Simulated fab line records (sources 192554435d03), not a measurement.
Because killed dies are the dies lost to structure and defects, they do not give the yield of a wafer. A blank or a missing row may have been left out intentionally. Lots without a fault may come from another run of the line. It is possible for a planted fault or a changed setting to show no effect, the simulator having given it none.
8D (eight disciplines) problem report, filled in by code | flow n5Finfet | the parts of the form that need people (team, actions taken, sign-off) are left out

## 1. WHAT IS WRONG
Wafers with no fault read 73.03 W with a standard deviation of 0.21, whereas biasW at N5_MOL_CONTACT_COAG_ETCH_124 reads a mean of 98.45 W on 1 wafer of 1 lot. So: +99 or more standard deviations from the usual mean.
The step: etches SiNx in CH3F/O2, stops on SiOC, target depth 6.5 nm.
The first sign was on wafer L745.3 at day 10 11:40, on rieDiel-06. The record has a number at this step for 24 wafers belonging to 8 lots. Rule for "out" (also "out of limits"): further than 4 standard deviations from the usual mean. All remaining wafers that have a number are taken as sound.

## 2. WHAT IT IS, AND WHAT IT ISN'T
question                    | is                | is not
which readings at this step | biasW, rfVppV     | chamberPressureMTorr, drypumpMotorCurrentA, oesProductAu, showerheadPlenumPTorr, throttleValvePct
which lots                  | L745              | L724, L729, L730, L735, L736, L737, L747
which wafers of those lots  | L745.3            | L745.5, L745.6
read on which tools         | rieDiel-06        | rieDiel-03
when                        | from day 10 11:40 | up to then (20 sound wafers); but 3 sound wafers of L747 came after

## 3. SUSPECTS, AND WHAT RULES EACH OUT
Counting: if a tool at a process step up to the reading ran every lot that is out, it stays a suspect. Sound lots after the first of them don't rule it out here, since some wafers of a struck lot are sound.
- rieDiel-06 at N5_MOL_CONTACT_COAG_ETCH_67 (etches SOC in N2/H2, target depth 60 nm, overetch 21 nm, time 101.2 s): kept. It processed L745, the lot that is out, at day 10 11:31, and its most recent sound lot before then was L737 at day 8 07:19.
- rieDiel-06 at N5_MOL_CONTACT_COAG_VIA_ETCH_117 (etches SiO2 in C4F6/O2, target depth 40 nm, overetch 8 nm, time 26 s): kept. It processed L745, the lot that is out, at day 10 11:38, and its most recent sound lot before then was L737 at day 8 07:26.
- rieDiel-06 at N5_MOL_CONTACT_COAG_ETCH_124 (etches SiNx in CH3F/O2, stops on SiOC, target depth 6.5 nm): kept. It processed L745, the lot that is out, at day 10 11:40, and its most recent sound lot before then was L737 at day 8 07:28. Out on those wafers are its own readings of biasW, rfVppV.
- Within rieDiel-06 at N5_MOL_CONTACT_COAG_ETCH_67: the wafers that are out ran in chamber 1; their sound lot-mates ran in chambers 2, 3.
- Within rieDiel-06 at N5_MOL_CONTACT_COAG_VIA_ETCH_117: the wafers that are out ran in chamber 1; their sound lot-mates ran in chambers 2, 3.
- Within rieDiel-06 at N5_MOL_CONTACT_COAG_ETCH_124: the wafers that are out ran in chamber 1; their sound lot-mates ran in chambers 2, 3.
Left after counting: rieDiel-06 at N5_MOL_CONTACT_COAG_ETCH_67, rieDiel-06 at N5_MOL_CONTACT_COAG_VIA_ETCH_117, rieDiel-06 at N5_MOL_CONTACT_COAG_ETCH_124.

## 4. THE CAUSE (what the simulator had put in)
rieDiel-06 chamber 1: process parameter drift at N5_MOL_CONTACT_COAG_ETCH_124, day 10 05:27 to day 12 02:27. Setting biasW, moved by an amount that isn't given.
Counting leaves 3 suspects; this tool is one of them.

## 5. THE CHAIN OF EFFECTS, in route order
Each row: a reading whose mean over the struck wafers that have a number lies more than 3 standard deviations from the usual. Readings are gone through only where the record gives a usual standard deviation; hours: the median, over the lots, of the time from a lot's start at the first step in this table giving one to that lot's start at this step; sigmas: the change measured in usual standard deviations.
hours | step                         | reading | usual   | on struck wafers | change | sigmas
0     | N5_MOL_CONTACT_COAG_ETCH_124 | biasW   | 73.03 W | 98.45            | +25.42 | +99 or more
0     | N5_MOL_CONTACT_COAG_ETCH_124 | rfVppV  | 298.1 V | 376.8            | +78.7  | +36
The process steps in it:
- N5_MOL_CONTACT_COAG_ETCH_124: etches SiNx in CH3F/O2, stops on SiOC, target depth 6.5 nm.
Later measuring or inspecting steps at which every struck wafer that the step has a row for has a number for every such reading, and none has moved that far: N5_BEOL_M4_RC_MEAS_101.

## 6. WHAT WOULD HAVE CAUGHT IT SOONER
In this record no reading fell out of limits until day 10 11:40, 6 hours after the fault had begun at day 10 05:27.
